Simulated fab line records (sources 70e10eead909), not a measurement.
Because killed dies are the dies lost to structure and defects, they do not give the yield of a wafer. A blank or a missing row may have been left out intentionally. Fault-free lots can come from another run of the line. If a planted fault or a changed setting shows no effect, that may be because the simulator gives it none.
Comparing a struck lot with a sound one	flow nand harc	14 out of 1302 route steps
Sound: wafers L854.2, L854.3, L854.6. The struck wafers were L864.1, L864.3, L864.6. The cause is given at the end.
At each step with rows: each side's tool, then ch and its chambers, then its first start. Under that, the readings that differ: sound wafers	struck wafers	difference of the means	sigmas: that difference in standard deviations of wafers without a fault.
alike: same words and numbers on both sides, and readings whose means sit less than 2 such deviations apart. not compared: any withheld reading, any reading some wafer has no value for, any bound like >300 that may hide the same value, and any number with overlapping values for which the record gives no deviation.
Wherever a step has rows on one side only, a row that says differs or no value, or a row with sigmas, the two part there. Numbers that have no deviation but don't overlap get no sigmas and don't part them. A reading that every wafer of one side lacks parts them only if that side has two wafers or more.

first, 2 steps without rows for these wafers: NHARC_P_GATE_PEB_09 (peb time 85 s); NHARC_P_GATE_DEVELOP_10 (time 70 s).
NHARC_P_GATE_CD_MEAS_11: target cd 1640 nm.
  sound on cd sem-02 ch 0, day 6 19:01; struck on cd sem-02 ch 0, day 11 04:07
  alike: cd nm
then, 1 step without rows for these wafers: NHARC_P_GATE_HARDBAKE_12 (time 80 s).
NHARC_P_GATE_DESCUM_13: chemistry O2, time 3 s.
  sound on rie diel-05 ch 0,1,2, day 6 19:11; struck on rie diel-02 ch 0,1,3, day 11 04:17
  alike: drypump motor current A, o2 flow sccm, oes product au, rf vpp V, showerhead plenum p Torr, throttle valve pct
  not compared: rf hours counter h
then, 6 steps without rows for these wafers: NHARC_P_GATE_ETCH_14 (etches SiO2 in dHF, target depth 48.8 nm); NHARC_P_GATE_STRIP_15 (strips in SPM, time 780 s); NHARC_P_GATE_PRECLEAN_71 (cleans in SC1); NHARC_P_GATE_SRD_72; NHARC_P_GATE_OXIDE_16 (material SiO2, target thk 3 nm, ox time 392 s); NHARC_P_GATE_CVD_17 (deposits poly-Si, target thk 150 nm, time 900 s).
NHARC_P_GATE_HM_DEP_102: deposits aC, target thk 120 nm.
  sound on acl dep-03 ch 0, day 7 09:01; struck on acl dep-01 ch 0, day 12 01:10
  alike: throttle valve pct
NHARC_P_GATE_DEP_103: deposits SiON, target thk 30 nm.
  sound on pecvd-03 ch 0,1,2, day 7 09:37; struck on pecvd-04 ch 0,1, day 12 02:14
  alike: heater power w
then, 1 step without rows for these wafers: NHARC_P_GATE_DEHYDRATE_18 (time 120 s).

## WHERE THEY PART
Nowhere in this record.

WHY: the cause the simulator had injected
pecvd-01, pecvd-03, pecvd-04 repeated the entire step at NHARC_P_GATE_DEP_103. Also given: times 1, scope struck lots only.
